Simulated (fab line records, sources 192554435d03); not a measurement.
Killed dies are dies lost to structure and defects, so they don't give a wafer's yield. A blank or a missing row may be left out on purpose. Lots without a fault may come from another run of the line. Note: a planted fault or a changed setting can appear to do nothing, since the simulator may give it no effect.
fab line records | flow n5-finfet
record: lots: 5 | wafers: 15 | last-day: 16
route steps=1938 shown PASSIVATION@1928 END@1938
lots that met no fault: from a run of the same line without faults
start-h: the number of hours between the record's first day and the start of the first shown wafer of the lot | wait-h: hours elapsed since this lot's preceding step | " identical to the entry in the row above | L1.1+2: a row that stands for several wafers | - no value, or no start given | * or withheld: withheld | < > ~ a bound
route shown NAME@n: a module of which the file shows steps, and the number in the route of the first | usual: mean/standard deviation of fault-free wafers | same: alike in all rows | chamber/n: place in a boat | sites: each site's reading | _std_site: their standard deviation | _edge_site: inner sites' mean taken away from outer sites' mean | radius-mm: for every site, how far away it sits from the centre of the wafer | mask NAME#n: copy n | behind: the tool/chamber that last shaped the wafer | hold: why the lot was held/for how many hours/how that ended | device: which transistor (n, p or np) failed to switch | end of line: tests of these same wafers at the route's end | step lacking rows: just its recipe | killed: at the first sort, the dies lost to defects and structure; wafer yield is something else | map: dies across one wafer; x = killed, . = not, _ = none there
set.NAME: setting as actually run; set.NAME@STEP: the setting as run at that earlier step | model.NAME: the simulator's own value behind a step, which no gauge read
lots at some steps of the route; a table a step, a row a wafer
services: from which hour (start-h, from the record's first day; less than 0 if before it) a tool's chamber was out of use, for how many hours, and why
== steps ==
step: N5_PASSIVATION_DESCUM_46
recipe: chemistry: O2 | time-s: 7.9 | source-power-w: 50 | bias-power-w: 20 | pressure-mtorr: 20 | rf-frequency-hz: 2.712e+07 | temp-c: 40 | o2-flow-sccm: 225
usual: drypump-motor-current-A: 5.7/0.31 | oes-product-au: 0.79/0.088 | rf-vpp-V: 243.6/1.5 | showerhead-plenum-p-Torr: 2.11/0.075 | throttle-valve-pct: 20.49/0.24
lot.wafer | tool        | chamber | start-h | wait-h | drypump-motor-current-A | oes-product-au | rf-hours-counter-h | rf-vpp-V | showerhead-plenum-p-Torr | throttle-valve-pct
L078.1    | rie-diel-05 | 2       | 283.69  | 0.1    | 5.6                     | 0.74           | 174                | 240.3    | 2.02                     | 20.77
L078.3    | "           | 0       | "       | "      | 6.3                     | 0.97           | 0                  | 245.3    | 2.13                     | 20.17
L078.4    | "           | 3       | "       | "      | 5.8                     | 0.82           | 105                | 245.7    | 2.22                     | 20.39
L085.1    | rie-diel-02 | 0       | 332.26  | 0.0    | 5.8                     | 0.69           | 250                | 241.8    | 1.99                     | 20.68
L085.2    | "           | 3       | "       | "      | 5.4                     | 0.72           | 244                | 242.6    | 2.06                     | 20.79
L085.4    | "           | 2       | "       | "      | 5.4                     | 0.75           | 137                | 242.2    | 2.04                     | 20.65
L086.1    | rie-diel-01 | 3       | 336.48  | 0.0    | 5.2                     | 0.76           | 133                | 242.5    | 2.11                     | 20.37
L086.2    | "           | 1       | "       | "      | 5.8                     | 0.67           | 248                | 244.3    | 2.12                     | 20.44
L086.3    | "           | 0       | "       | "      | 6.1                     | 0.83           | 83                 | 242.7    | 2.04                     | 20.78
L089.4    | rie-diel-05 | 0       | 356.96  | 0.4    | 6.3                     | 0.88           | 27                 | 245.2    | 2.12                     | 20.20
L089.5    | "           | 1       | "       | "      | 5.8                     | 0.66           | -                  | 244.4    | 2.16                     | 20.67
L089.6    | "           | 0       | "       | "      | 6.3                     | 0.89           | -                  | 243.0    | 2.12                     | 20.21
L092.1    | rie-diel-05 | 0       | 369.05  | 0.1    | 6.3                     | 0.87           | 31                 | 244.7    | 2.12                     | 20.21
L092.2    | "           | 1       | "       | "      | 5.8                     | 0.66           | 233                | 243.9    | 2.16                     | 20.69
L092.6    | "           | 0       | "       | "      | 6.3                     | 0.88           | -                  | 243.7    | 2.12                     | 20.22
step: N5_PASSIVATION_PASS_ETCH_47
recipe: chemistry: CF4/O2 | target: SiNx | target-depth-a: 7700 | time-s: 385 | ion-energy-ev: 100 | pressure-mtorr: 40 | source-w: 535 | bias-w: 49 | Ar_flow_sccm: 100 | cf4-flow-sccm: 100 | O2_flow_sccm: 10
usual: O2_flow_sccm: 10.00/0.03 | drypump-motor-current-A: 5.7/0.31 | oes-product-au: 0.79/0.088 | rf-vpp-V: 238/5.2 | showerhead-plenum-p-Torr: 2.22/0.086 | throttle-valve-pct: 15.89/0.19
lot.wafer | tool        | chamber | start-h | wait-h | O2_flow_sccm | drypump-motor-current-A | oes-product-au | rf-hours-counter-h | rf-vpp-V | showerhead-plenum-p-Torr | throttle-valve-pct
L078.1    | rie-diel-05 | 2       | 283.73  | 0.0    | 9.97         | 5.6                     | 0.74           | 174                | 239      | 2.09                     | 15.98
L078.3    | "           | 0       | "       | "      | 10.01        | 6.3                     | 0.99           | 1                  | 249      | 2.26                     | 15.60
L078.4    | "           | 3       | "       | "      | 9.97         | 5.8                     | 0.80           | 105                | 237      | 2.31                     | 15.71
L085.1    | rie-diel-02 | 0       | 332.29  | 0.0    | 10.01        | 5.8                     | 0.68           | 250                | 236      | 2.06                     | 16.04
L085.2    | "           | 3       | "       | "      | 9.98         | 5.4                     | 0.71           | 244                | 247      | 2.18                     | 16.28
L085.4    | "           | 2       | "       | "      | 9.99         | 5.4                     | 0.75           | 137                | 240      | 2.13                     | 15.95
L086.1    | rie-diel-01 | 3       | 336.52  | 0.0    | 9.99         | 5.2                     | 0.77           | 133                | 232      | 2.20                     | 15.72
L086.2    | "           | 1       | "       | "      | 9.97         | 5.8                     | 0.68           | 248                | 233      | 2.27                     | 16.12
L086.3    | "           | 0       | "       | "      | 10.02        | 6.1                     | 0.83           | 83                 | 234      | 2.15                     | 16.06
L089.4    | rie-diel-05 | 0       | 356.99  | 0.0    | 9.98         | 6.3                     | 0.89           | 27                 | 248      | 2.25                     | 15.66
L089.5    | "           | 1       | "       | "      | 10.00        | 5.8                     | 0.69           | -                  | 234      | 2.25                     | 15.95
L089.6    | "           | 0       | "       | "      | 9.98         | 6.3                     | 0.89           | -                  | 248      | 2.25                     | 15.65
L092.1    | rie-diel-05 | 0       | 369.09  | 0.0    | 10.00        | 6.3                     | 0.88           | 31                 | 249      | 2.25                     | 15.66
L092.2    | "           | 1       | "       | "      | 10.01        | 5.8                     | 0.68           | 233                | 235      | 2.25                     | 15.95
L092.6    | "           | 0       | "       | "      | 10.01        | 6.3                     | 0.89           | -                  | 248      | 2.25                     | 15.67
step: N5_PASSIVATION_ETCH_54
recipe: chemistry: CHF3/O2 | target: SiO2 | target-depth-a: 8800 | CHF3_flow_sccm: 50 | O2_flow_sccm: 5 | Ar_flow_sccm: 200 | time-s: 440 | mask-material: PR | pressure-mtorr: 30 | source-w: 650 | bias-w: 170 | ion-energy-ev: 200
usual: O2_flow_sccm: 5.001/0.013 | drypump-motor-current-A: 5.7/0.31 | oes-product-au: 0.79/0.087 | rf-vpp-V: 519/11 | showerhead-plenum-p-Torr: 2.43/0.095 | throttle-valve-pct: 18.85/0.2
lot.wafer | tool        | chamber | start-h | wait-h | O2_flow_sccm | drypump-motor-current-A | oes-product-au | rf-hours-counter-h | rf-vpp-V | showerhead-plenum-p-Torr | throttle-valve-pct
L078.1    | rie-diel-05 | 2       | 283.95  | 0.1    | 5.005        | 5.6                     | 0.74           | 174                | 519      | 2.27                     | 18.81
L078.3    | "           | 0       | "       | "      | 4.995        | 6.3                     | 0.98           | 1                  | 542      | 2.47                     | 18.62
L078.4    | "           | 3       | "       | "      | 4.993        | 5.8                     | 0.80           | 105                | 519      | 2.53                     | 18.64
L085.1    | rie-diel-02 | 0       | 332.52  | 0.1    | 5.023        | 5.8                     | 0.68           | 250                | 514      | 2.26                     | 18.94
L085.2    | "           | 3       | "       | "      | 5.025        | 5.4                     | 0.71           | 244                | 536      | 2.40                     | 19.27
L085.4    | "           | 2       | "       | "      | 4.995        | 5.4                     | 0.75           | 137                | 519      | 2.34                     | 18.97
L086.1    | rie-diel-01 | 3       | 336.74  | 0.1    | 5.002        | 5.2                     | 0.77           | 134                | 502      | 2.40                     | 18.57
L086.2    | "           | 1       | "       | "      | 4.972        | 5.8                     | 0.68           | 248                | 509      | 2.47                     | 18.99
L086.3    | "           | 0       | "       | "      | 4.993        | 6.1                     | 0.82           | 83                 | 509      | 2.36                     | 19.14
L089.4    | rie-diel-05 | 0       | 357.22  | 0.1    | 5.006        | 6.3                     | 0.89           | 27                 | 540      | 2.46                     | 18.66
L089.5    | "           | 1       | "       | "      | 5.014        | 5.8                     | 0.69           | -                  | 515      | 2.48                     | 18.96
L089.6    | "           | 0       | "       | "      | 5.011        | 6.3                     | 0.89           | -                  | 540      | 2.46                     | 18.64
L092.1    | rie-diel-05 | 0       | 369.32  | 0.1    | 5.007        | 6.3                     | 0.90           | 31                 | 541      | 2.46                     | 18.66
L092.2    | "           | 1       | "       | "      | 5.003        | 5.8                     | 0.68           | 233                | 516      | 2.48                     | 18.98
L092.6    | "           | 0       | "       | "      | 4.974        | 6.3                     | 0.89           | -                  | 541      | 2.46                     | 18.64
step: N5_PASSIVATION_STRIP_48
recipe: chemistry: O2 | power-w: 600 | temp-c: 60 | pressure-mtorr: 30 | rf-frequency-hz: 6e+07 | bias-power-w: 0 | overash-fraction: 0.5 | o2-flow-sccm: 225
usual: drypump-motor-current-A: 5.7/0.31 | oes-product-au: 0.79/0.085 | rf-vpp-V: 3.4/2.3 | showerhead-plenum-p-Torr: 2.11/0.075 | throttle-valve-pct: 16.72/0.24
lot.wafer | tool        | chamber | start-h | wait-h | drypump-motor-current-A | oes-product-au | rf-hours-counter-h | rf-vpp-V | showerhead-plenum-p-Torr | throttle-valve-pct
L078.1    | rie-diel-05 | 2       | 284.24  | 0.1    | 5.6                     | 0.74           | 174                | 5.5      | 2.02                     | 17.04
L078.3    | "           | 0       | "       | "      | 6.3                     | 0.99           | 1                  | 0.1      | 2.14                     | 16.35
L078.4    | "           | 3       | "       | "      | 5.8                     | 0.79           | 105                | 1.7      | 2.22                     | 16.54
L085.1    | rie-diel-02 | 0       | 332.81  | 0.1    | 5.8                     | 0.68           | 250                | 4.1      | 2.00                     | 16.92
L085.2    | "           | 3       | "       | "      | 5.3                     | 0.71           | 244                | 4.6      | 2.07                     | 17.14
L085.4    | "           | 2       | "       | "      | 5.4                     | 0.73           | 137                | 4.5      | 2.04                     | 16.77
L086.1    | rie-diel-01 | 3       | 337.03  | 0.1    | 5.2                     | 0.77           | 134                | 1.1      | 2.11                     | 16.65
L086.2    | "           | 1       | "       | "      | 5.8                     | 0.67           | 248                | 3.3      | 2.13                     | 16.70
L086.3    | "           | 0       | "       | "      | 6.1                     | 0.81           | 83                 | 2.4      | 2.05                     | 16.92
L089.4    | rie-diel-05 | 0       | 357.51  | 0.1    | 6.3                     | 0.83           | 27                 | 7.0      | 2.13                     | 16.50
L089.5    | "           | 1       | "       | "      | 5.8                     | 0.66           | -                  | 5.6      | 2.17                     | 16.86
L089.6    | "           | 0       | "       | "      | 6.3                     | 0.88           | -                  | 0.8      | 2.13                     | 16.29
L092.1    | rie-diel-05 | 0       | 369.61  | 0.1    | 6.3                     | 0.86           | 31                 | 1.9      | 2.12                     | 16.41
L092.2    | "           | 1       | "       | "      | 5.8                     | 0.66           | 233                | 4.4      | 2.17                     | 16.84
L092.6    | "           | 0       | "       | "      | 6.3                     | 0.89           | -                  | 4.2      | 2.13                     | 16.39
step: N5_PASSIVATION_STRIP_52
recipe: chemistry: post-etch-residue-remover | time-s: 1200 | temp-c: 72.5
lot.wafer  | tool         | chamber | start-h | wait-h
L078.1+3+4 | wet-bench-02 | 2,3,1   | 284.31  | -
L085.1+2+4 | wet-bench-04 | 2,7,6   | 332.87  | -
L086.1+2+3 | wet-bench-04 | 2,4,0   | 337.10  | -
L089.4+5+6 | wet-bench-02 | 7,6,0   | 357.58  | -
L092.1+2+6 | wet-bench-02 | 1,3,0   | 369.68  | -
step: N5_PASSIVATION_CLEAN_71
recipe: chemistry: IPA | time-s: 180 | temp-c: 25
lot.wafer  | tool         | chamber | start-h | wait-h
L078.1+3+4 | wet-bench-02 | 2,3,1   | 284.64  | 0.0
L085.1+2+4 | wet-bench-04 | 2,7,6   | 333.21  | 0.0
L086.1+2+3 | wet-bench-04 | 2,4,0   | 337.43  | 0.0
L089.4+5+6 | wet-bench-02 | 7,6,0   | 357.91  | 0.0
L092.1+2+6 | wet-bench-02 | 1,3,0   | 370.01  | 0.0
step: N5_PASSIVATION_SRD_72
recipe: dry: ipa-marangoni | time-s: 30 | temp-c: 23 | rinse-liquid: diw
lot.wafer  | tool         | chamber | start-h | wait-h
L078.1+3+4 | wet-bench-02 | 2,3,1   | 284.70  | 0.0
L085.1+2+4 | wet-bench-04 | 2,7,6   | 333.26  | 0.0
L086.1+2+3 | wet-bench-04 | 2,4,0   | 337.49  | 0.0
L089.4+5+6 | wet-bench-02 | 7,6,0   | 357.96  | 0.0
L092.1+2+6 | wet-bench-02 | 1,3,0   | 370.06  | 0.0
step: N5_PASSIVATION_ANNEAL_56
recipe: temp-c: 400 | time-s: 1800 | ambient: FGA | idle-temp-c: 300 | ramp-up-c-per-min: 5 | ramp-down-c-per-min: 3
lot.wafer  | tool       | chamber | start-h | wait-h
L078.1+3+4 | furnace-01 | 0       | 284.74  | 0.0
L085.1+2+4 | furnace-03 | 0       | 333.30  | 0.0
L086.1+2+3 | furnace-03 | 0       | 337.53  | 0.0
L089.4+5+6 | furnace-01 | 0       | 358.01  | 0.0
L092.1+2+6 | furnace-03 | 0       | 370.10  | 0.0
step: N5_PASSIVATION_INSPECT_57
recipe: inspect-instrument: macro | mode: outgoing
usual: raw-defect-count: 2.0/1.4
lot.wafer | tool              | chamber | start-h | wait-h | raw-defect-count
L078.1    | defect-inspect-02 | -       | 287.08  | 0.0    | 3
L078.3    | "                 | -       | "       | "      | 2
L078.4    | "                 | -       | "       | "      | 1
L085.1    | defect-inspect-01 | -       | 335.66  | 0.0    | 3
L085.2    | "                 | -       | "       | "      | 4
L085.4    | "                 | -       | "       | "      | 0
L086.1    | defect-inspect-02 | -       | 339.88  | 0.0    | 0
L086.2    | "                 | -       | "       | "      | 1
L086.3    | "                 | -       | "       | "      | 0
L089.4    | defect-inspect-01 | -       | 360.37  | 0.0    | 2
L089.5    | "                 | -       | "       | "      | 2
L089.6    | "                 | -       | "       | "      | 3
L092.1    | defect-inspect-02 | -       | 372.46  | 0.0    | 1
L092.2    | "                 | -       | "       | "      | 2
L092.6    | "                 | -       | "       | "      | 2
== services ==
tool        | chamber | start-h | hours | kind
rie-diel-01 | -       | 260.12  | 2.1   | repair
rie-diel-05 | 0       | 260.26  | -     | clean
rie-diel-05 | 0       | 260.26  | -     | consumable-replace:focus-ring
rie-diel-05 | 0       | 260.26  | 21.8  | scheduled-down
rie-diel-05 | 0       | 260.26  | 21.8  | vent-cycle
rie-diel-05 | 1       | 284.51  | 16.5  | repair
rie-diel-05 | 0       | 287.28  | 3.1   | repair
rie-diel-02 | 3       | 307.53  | 2.1   | repair
rie-diel-05 | -       | 318.46  | 0.3   | repair
rie-diel-01 | -       | 319.33  | 0.6   | repair
rie-diel-02 | 0       | 332.85  | -     | clean
rie-diel-02 | 0       | 332.85  | -     | consumable-replace:focus-ring
rie-diel-02 | 0       | 332.85  | -     | consumable-replace:showerhead
rie-diel-02 | 0       | 332.85  | 16.9  | scheduled-down
rie-diel-02 | 0       | 332.85  | 16.9  | vent-cycle
rie-diel-01 | 1       | 344.14  | -     | clean
rie-diel-01 | 1       | 344.14  | -     | consumable-replace:esc
rie-diel-01 | 1       | 344.14  | -     | consumable-replace:focus-ring
rie-diel-01 | 1       | 344.14  | 22.4  | scheduled-down
rie-diel-01 | 1       | 344.14  | 22.4  | vent-cycle
rie-diel-02 | 3       | 349.78  | -     | clean
rie-diel-02 | 3       | 349.78  | -     | consumable-replace:focus-ring
rie-diel-02 | 3       | 349.78  | 20.1  | scheduled-down
rie-diel-05 | 2       | 361.78  | 1.3   | repair
== key ==
fault none
